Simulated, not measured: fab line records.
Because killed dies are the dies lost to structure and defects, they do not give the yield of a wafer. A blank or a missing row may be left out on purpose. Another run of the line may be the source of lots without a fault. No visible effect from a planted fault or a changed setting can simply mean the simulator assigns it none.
Chamber matching    flow n5 finfet    3 sister chambers for N5_DUMMY_GATE_ETCH_42 on rie diel-04
The step etches SiO2 in CHF3/O2, target depth 3.5 nm, time 31 s. 14 wafers are shown with their chamber, then 6 later ones without.

## WAFERS WITH THEIR CHAMBER
wafer   chamber  drypump motor current A (A)  showerhead plenum p Torr (Torr)  throttle valve pct (%)
L074.3  3        5.3                          2.53                             18.99
L074.4  0        5.6                          2.41                             18.71
L074.6  0        5.6                          2.41                             18.72
L076.1  2        5.3                          2.39                             18.84
L076.4  0        5.6                          2.41                             18.73
L076.6  0        5.6                          2.41                             18.75
L077.1  3        5.3                          2.53                             18.98
L077.3  0        5.6                          2.41                             18.73
L077.4  2        5.3                          2.39                             18.83
L084.3  2        5.3                          2.38                             18.84
L084.5  3        5.3                          2.52                             19.01
L084.6  0        5.6                          2.41                             18.75
L093.1  3        5.3                          2.51                             19.03
L093.2  0        5.7                          2.40                             18.79

SIGNATURES, as means of the wafers listed above
reading                   chamber 0  chamber 2  chamber 3  scatter within a chamber
drypump motor current A   5.614      5.300      5.300      0.0279
showerhead plenum p Torr  2.4086     2.3867     2.5225     0.00623
throttle valve pct        18.7400    18.8367    19.0025    0.0228
Rule: distance of a wafer from a chamber = root of the sum over the readings of ((wafer's reading minus chamber's mean) / reading's scatter) squared. If the next closest chamber is less than 2 further off than the closest, the wafer can't be placed; otherwise it belongs to the closest. How the scatter is found: for the shown wafers, subtract from each reading the mean of its chamber, square and add these, divide the total by (wafers less chambers), then take the root.

## WAFERS MISSING THEIR CHAMBER
wafer   drypump motor current A (A)  showerhead plenum p Torr (Torr)  throttle valve pct (%)
L093.4  5.3                          2.38                             18.47
L095.2  5.2                          2.51                             19.03
L095.4  5.3                          2.38                             18.49
L095.6  5.2                          2.51                             19.03
L096.1  5.3                          2.37                             18.49
L096.3  5.6                          2.40                             18.79

## THE CHAMBER EACH PASSED THROUGH
wafer   from the rows above      in truth
L093.4  can't be placed: 2 or 0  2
L095.2  3                        3
L095.4  can't be placed: 2 or 0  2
L095.6  3                        3
L096.1  can't be placed: 2 or 0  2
L096.3  0                        0
3 of 6 placed correctly. Not placeable from these rows: 3 (in 3, the candidates include the true chamber). 0 placed wrongly.
